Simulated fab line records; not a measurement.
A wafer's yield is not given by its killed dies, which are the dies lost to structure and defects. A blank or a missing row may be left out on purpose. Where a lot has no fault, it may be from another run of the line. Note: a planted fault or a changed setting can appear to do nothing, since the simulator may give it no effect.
Split-lot experiment / flow n5Finfet / 21 wafers read across 7 lots, on a route 1938 steps long

## ON THE SPLIT
At N5_BEOL_M13_COAT_04 (resist thk 400 nm), the setting spinRpm was moved away from the recipe's 1625 rpm on 5 of the 21 wafers read, by -8.4% to +8.1%. The other wafers ran this setting at the recipe's value.

The reading is taken at the split's own step.

## THE READING
coat_of_BEOL_M13_COAT_04.thkNm (the simulator's own value, which no gauge read), in nm, at N5_BEOL_M13_COAT_04 (resist thk 400 nm). There is no usual value for it anywhere in the file. Average 399.8 nm, standard deviation 0.79 nm, over the 16 wafers here run with the recipe.

wafer=L081.1; tool, chamber at the split=lithoTrack-05, 0; spinRpm as run, rpm=1756; against the recipe=+8.1%; coat_of_BEOL_M13_COAT_04.thkNm, nm=387; against lot-mates on the recipe=-14.0
wafer=L081.3; tool, chamber at the split=lithoTrack-05, 0; spinRpm as run, rpm=1625; against the recipe=recipe; coat_of_BEOL_M13_COAT_04.thkNm, nm=400.8; against lot-mates on the recipe=-
wafer=L081.4; tool, chamber at the split=lithoTrack-05, 0; spinRpm as run, rpm=1625; against the recipe=recipe; coat_of_BEOL_M13_COAT_04.thkNm, nm=401.2; against lot-mates on the recipe=-
wafer=L080.1; tool, chamber at the split=lithoTrack-03, 0; spinRpm as run, rpm=1625; against the recipe=recipe; coat_of_BEOL_M13_COAT_04.thkNm, nm=399.2; against lot-mates on the recipe=-
wafer=L080.2; tool, chamber at the split=lithoTrack-03, 0; spinRpm as run, rpm=1625; against the recipe=recipe; coat_of_BEOL_M13_COAT_04.thkNm, nm=400; against lot-mates on the recipe=-
wafer=L080.5; tool, chamber at the split=lithoTrack-03, 0; spinRpm as run, rpm=1625; against the recipe=recipe; coat_of_BEOL_M13_COAT_04.thkNm, nm=399.4; against lot-mates on the recipe=-
wafer=L091.2; tool, chamber at the split=lithoTrack-05, 0; spinRpm as run, rpm=1625; against the recipe=recipe; coat_of_BEOL_M13_COAT_04.thkNm, nm=399; against lot-mates on the recipe=-
wafer=L091.5; tool, chamber at the split=lithoTrack-05, 0; spinRpm as run, rpm=1625; against the recipe=recipe; coat_of_BEOL_M13_COAT_04.thkNm, nm=399.8; against lot-mates on the recipe=-
wafer=L091.6; tool, chamber at the split=lithoTrack-05, 0; spinRpm as run, rpm=1625; against the recipe=recipe; coat_of_BEOL_M13_COAT_04.thkNm, nm=400.2; against lot-mates on the recipe=-
wafer=L090.1; tool, chamber at the split=lithoTrack-01, 0; spinRpm as run, rpm=1625; against the recipe=recipe; coat_of_BEOL_M13_COAT_04.thkNm, nm=401; against lot-mates on the recipe=-
wafer=L090.5; tool, chamber at the split=lithoTrack-01, 0; spinRpm as run, rpm=1489; against the recipe=-8.4%; coat_of_BEOL_M13_COAT_04.thkNm, nm=418.8; against lot-mates on the recipe=+17.8
wafer=L090.6; tool, chamber at the split=lithoTrack-01, 0; spinRpm as run, rpm=1489; against the recipe=-8.4%; coat_of_BEOL_M13_COAT_04.thkNm, nm=417.8; against lot-mates on the recipe=+16.8
wafer=L093.2; tool, chamber at the split=lithoTrack-01, 0; spinRpm as run, rpm=1625; against the recipe=recipe; coat_of_BEOL_M13_COAT_04.thkNm, nm=399.6; against lot-mates on the recipe=-
wafer=L093.5; tool, chamber at the split=lithoTrack-01, 0; spinRpm as run, rpm=1625; against the recipe=recipe; coat_of_BEOL_M13_COAT_04.thkNm, nm=399; against lot-mates on the recipe=-
wafer=L093.6; tool, chamber at the split=lithoTrack-01, 0; spinRpm as run, rpm=1625; against the recipe=recipe; coat_of_BEOL_M13_COAT_04.thkNm, nm=399.8; against lot-mates on the recipe=-
wafer=L096.1; tool, chamber at the split=lithoTrack-03, 0; spinRpm as run, rpm=1625; against the recipe=recipe; coat_of_BEOL_M13_COAT_04.thkNm, nm=398; against lot-mates on the recipe=-
wafer=L096.2; tool, chamber at the split=lithoTrack-03, 0; spinRpm as run, rpm=1625; against the recipe=recipe; coat_of_BEOL_M13_COAT_04.thkNm, nm=400.2; against lot-mates on the recipe=-
wafer=L096.3; tool, chamber at the split=lithoTrack-03, 0; spinRpm as run, rpm=1625; against the recipe=recipe; coat_of_BEOL_M13_COAT_04.thkNm, nm=399.4; against lot-mates on the recipe=-
wafer=L097.2; tool, chamber at the split=lithoTrack-01, 0; spinRpm as run, rpm=1552; against the recipe=-4.5%; coat_of_BEOL_M13_COAT_04.thkNm, nm=408.8; against lot-mates on the recipe=+9.2
wafer=L097.4; tool, chamber at the split=lithoTrack-01, 0; spinRpm as run, rpm=1625; against the recipe=recipe; coat_of_BEOL_M13_COAT_04.thkNm, nm=399.6; against lot-mates on the recipe=-
wafer=L097.6; tool, chamber at the split=lithoTrack-01, 0; spinRpm as run, rpm=1552; against the recipe=-4.5%; coat_of_BEOL_M13_COAT_04.thkNm, nm=408.2; against lot-mates on the recipe=+8.6

THE FIT
A straight line over all 21 wafers: coat_of_BEOL_M13_COAT_04.thkNm changes by -1.98 nm for each +1% of spinRpm; r = -0.99; the points scatter about the line by 1.2 nm.
The same after taking each lot's own level away (the mean of its wafers on the recipe; 21 wafers): -1.95 nm for each +1%; r = -1.00; scatter 0.68 nm.
That fit puts the effect of the largest move of spinRpm on the reading at 16 nm.
Measured against the standard deviation above, the lots' own levels, which go from 399.20 to 401.00 nm, span 2.3 times it.
The two slopes agree, so the slope changes little with the lot-to-lot level.
Check: with one of the wafers moved furthest among these (-8.4%) left out of the fit, the line predicts +16 nm for it against its lot-mates. Against them it came out at +17.8 nm.

## ADDITIONAL SPLITS CARRIED BY THESE WAFERS
Other splits were also applied to these wafers ahead of the reading. Each is held against what the fit with the lots' levels taken away leaves over:
other split on the same wafers=N5_BEOL_M8_EXPOSE_25 doseMj; wafers away from the commonest value=9; r with coat_of_BEOL_M13_COAT_04.thkNm (lot level and that fit taken away)=-0.45
other split on the same wafers=N5_BEOL_M9_PECVD_70 timeS; wafers away from the commonest value=10; r with coat_of_BEOL_M13_COAT_04.thkNm (lot level and that fit taken away)=-0.31
other split on the same wafers=N5_BEOL_M9_COAT_05 spinRpm; wafers away from the commonest value=8; r with coat_of_BEOL_M13_COAT_04.thkNm (lot level and that fit taken away)=+0.12
other split on the same wafers=N5_BEOL_M10_ILD_DEP_00 timeS; wafers away from the commonest value=7; r with coat_of_BEOL_M13_COAT_04.thkNm (lot level and that fit taken away)=+0.09
other split on the same wafers=N5_BEOL_M10_PECVD_70 tempC; wafers away from the commonest value=5; r with coat_of_BEOL_M13_COAT_04.thkNm (lot level and that fit taken away)=-0.14
other split on the same wafers=N5_BEOL_M11_ETCH_62 biasW; wafers away from the commonest value=5; r with coat_of_BEOL_M13_COAT_04.thkNm (lot level and that fit taken away)=-0.42
other split on the same wafers=N5_BEOL_M11_PEB_26 pebTimeS; wafers away from the commonest value=8; r with coat_of_BEOL_M13_COAT_04.thkNm (lot level and that fit taken away)=+0.03

## THE FILE'S OWN FIT
coat_of_BEOL_M13_COAT_04.thkNm changes by -1.92 nm for each +1% of spinRpm, r = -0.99.
